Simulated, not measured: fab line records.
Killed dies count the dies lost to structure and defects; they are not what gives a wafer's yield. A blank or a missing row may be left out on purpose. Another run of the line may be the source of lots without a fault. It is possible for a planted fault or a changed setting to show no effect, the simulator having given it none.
Split-lot experiment + flow n5-finfet + 7 lots, 21 wafers read, on a route of 1938 steps

== SPLIT DETAILS ==
At N5_BEOL_M2_ALD_98 (deposits SiO2, target thk 2.5 nm, pulse time 1 s, co reactant pulse time 1 s), the setting ald-cycles was moved away from the recipe's 17 on 3 of the 21 wafers read, by -11.8% to +11.8%. For the rest of the wafers, this setting stayed at what the recipe calls for.

The reading comes from the split's own step.

== THE READING ==
SiO2_of_BEOL_M2_ALD_98.thk-nm (the simulator's own value, which no gauge read), in nm, at N5_BEOL_M2_ALD_98 (deposits SiO2, target thk 2.5 nm, pulse time 1 s, co reactant pulse time 1 s). The file does not state a usual value for it. Here, 18 wafers ran the recipe; their average is 2.5 nm with a standard deviation of 0.094 nm.

| wafer  | tool, chamber at the split | ald-cycles as run | against the recipe | SiO2_of_BEOL_M2_ALD_98.thk-nm, nm | against lot-mates on the recipe |
|--------|----------------------------|-------------------|--------------------|-----------------------------------|---------------------------------|
| L074.1 | ald-sin-01, 2,0,0          | 17                | recipe             | 2.4                               | -                               |
| L074.2 | ald-sin-01, 2,0,0          | 17                | recipe             | 2.4                               | -                               |
| L074.5 | ald-sin-01, 2,0,0          | 17                | recipe             | 2.4                               | -                               |
| L076.1 | ald-sin-03, 3              | 17                | recipe             | 2.6                               | -                               |
| L076.4 | ald-sin-03, 1,0            | 15                | -11.8%             | 2.2                               | -0.4                            |
| L076.5 | ald-sin-03, 1,0            | 15                | -11.8%             | 2.2                               | -0.4                            |
| L079.2 | ald-sin-01, 1              | 17                | recipe             | 2.4                               | -                               |
| L079.3 | ald-sin-01, 0              | 17                | recipe             | 2.6                               | -                               |
| L079.5 | ald-sin-01, 0              | 17                | recipe             | 2.6                               | -                               |
| L086.2 | ald-sin-03, 3,0,1          | 17                | recipe             | 2.6                               | -                               |
| L086.3 | ald-sin-03, 3,0,1          | 17                | recipe             | 2.6                               | -                               |
| L086.5 | ald-sin-03, 3,0,1          | 17                | recipe             | 2.6                               | -                               |
| L087.1 | ald-sin-01, 1              | 19                | +11.8%             | 2.8                               | +0.4                            |
| L087.2 | ald-sin-01, 3              | 17                | recipe             | 2.4                               | -                               |
| L087.6 | ald-sin-01, 3              | 17                | recipe             | 2.4                               | -                               |
| L090.3 | ald-sin-03, 0,0,3          | 17                | recipe             | 2.6                               | -                               |
| L090.5 | ald-sin-03, 0,0,3          | 17                | recipe             | 2.6                               | -                               |
| L090.6 | ald-sin-03, 0,0,3          | 17                | recipe             | 2.6                               | -                               |
| L094.1 | ald-sin-03, 1,0,3          | 17                | recipe             | 2.6                               | -                               |
| L094.3 | ald-sin-03, 1,0,3          | 17                | recipe             | 2.6                               | -                               |
| L094.6 | ald-sin-03, 1,0,3          | 17                | recipe             | 2.6                               | -                               |
The file does not say which wafer passed through which chamber wherever a row lists several chambers: such a row stands for several wafers.

THE FIT
A straight line over all 21 wafers: SiO2_of_BEOL_M2_ALD_98.thk-nm changes by +0.0263 nm for each +1% of ald-cycles; r = +0.80; the points scatter about the line by 0.093 nm.
The same after taking each lot's own level away (the mean of its wafers on the recipe; 21 wafers): +0.034 nm for each +1%; r = +0.97; scatter 0.037 nm.
The reading moves by 0.4 nm for the largest change in ald-cycles, on that fit.
From 2.40 to 2.60 nm: that is the span of the lots' own levels, equal to 2.1 times the standard deviation above.
So the lot-to-lot level blurs the effect unless lot-mates are compared.
Check: -0.4 nm against its lot-mates is what the line predicts for one of the wafers moved furthest among these (-11.8%) when that wafer is left out of the fit. It came out at -0.4 nm against them.

== THESE WAFERS: OTHER SPLITS ==
Other splits were also applied to these wafers ahead of the reading. Each is held against what the fit with the lots' levels taken away leaves over:
| other split on the same wafers     | wafers away from the commonest value | r with SiO2_of_BEOL_M2_ALD_98.thk-nm (lot level and that fit taken away) |
|------------------------------------|--------------------------------------|--------------------------------------------------------------------------|
| N5_BEOL_M0_SAQP_CUT_ETCH_46 time-s | 8                                    | +0.20                                                                    |
| N5_BEOL_M1_ETCH_64 time-s          | 8                                    | +0.00                                                                    |
| N5_BEOL_M1_COAT_68 spin-rpm        | 3                                    | +0.00                                                                    |
| N5_BEOL_M2_HM_DEP_02 target-thk-a  | 5                                    | +0.00                                                                    |
| N5_BEOL_M2_EXPOSE_25 dose-mj       | 5                                    | +0.19                                                                    |

== THE FILE'S OWN FIT ==
SiO2_of_BEOL_M2_ALD_98.thk-nm changes by +0.034 nm for each +1% of ald-cycles, r = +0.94.
